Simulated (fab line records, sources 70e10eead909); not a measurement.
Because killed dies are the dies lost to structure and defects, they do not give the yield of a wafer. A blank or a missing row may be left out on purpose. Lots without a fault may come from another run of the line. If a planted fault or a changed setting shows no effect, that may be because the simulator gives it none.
Matching of chambers -- flow nand-harc -- ald-hk-03 running NHARC_A_STAIRCASE_ALD_415: 4 sister chambers
The step deposits SiO2, target thk 30 nm, pulse time 6 s, ald cycles 300. 4 wafers are shown with their chamber, then 8 later ones without.

WAFERS WITH THEIR CHAMBER
wafer,chamber,heater-power-w (W)
L083.2,1,531
L090.1,0,432
L090.6,3,433
L092.1,2,516

WAFERS WITHOUT THEIR CHAMBER
wafer,heater-power-w (W)
L092.3,512
L092.6,433
L094.4,531
L094.5,550
L094.6,511
L096.1,498
L096.2,420
L096.3,550

WHICH CHAMBER EACH ONE RAN IN
wafer,from the rows above,in truth
L092.3,can't be placed: 2 or 1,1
L092.6,can't be placed: 3 or 0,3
L094.4,can't be placed: 1 or 2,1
L094.5,can't be placed: 1 or 2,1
L094.6,can't be placed: 2 or 1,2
L096.1,can't be placed: 2 or 1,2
L096.2,can't be placed: 0 or 3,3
L096.3,can't be placed: 1 or 2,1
0 of 8 placed correctly. Cannot be placed on the basis of these rows: 8; the candidates contain the true chamber in 8. Wrongly placed: 0.
How it was worked out, from the rows above alone: a wafer's distance from a chamber is the root of the sum, over the readings, of the square of ((its reading less the chamber's mean) divided by the reading's scatter). The wafer belongs to the nearest chamber; if the next one is less than 2 further off, it can't be placed. The mean given for a chamber averages the wafers shown for that chamber. The scatter: with one shown wafer a chamber, the root of the mean of the squares of how far each hidden wafer lies from its nearest shown one.
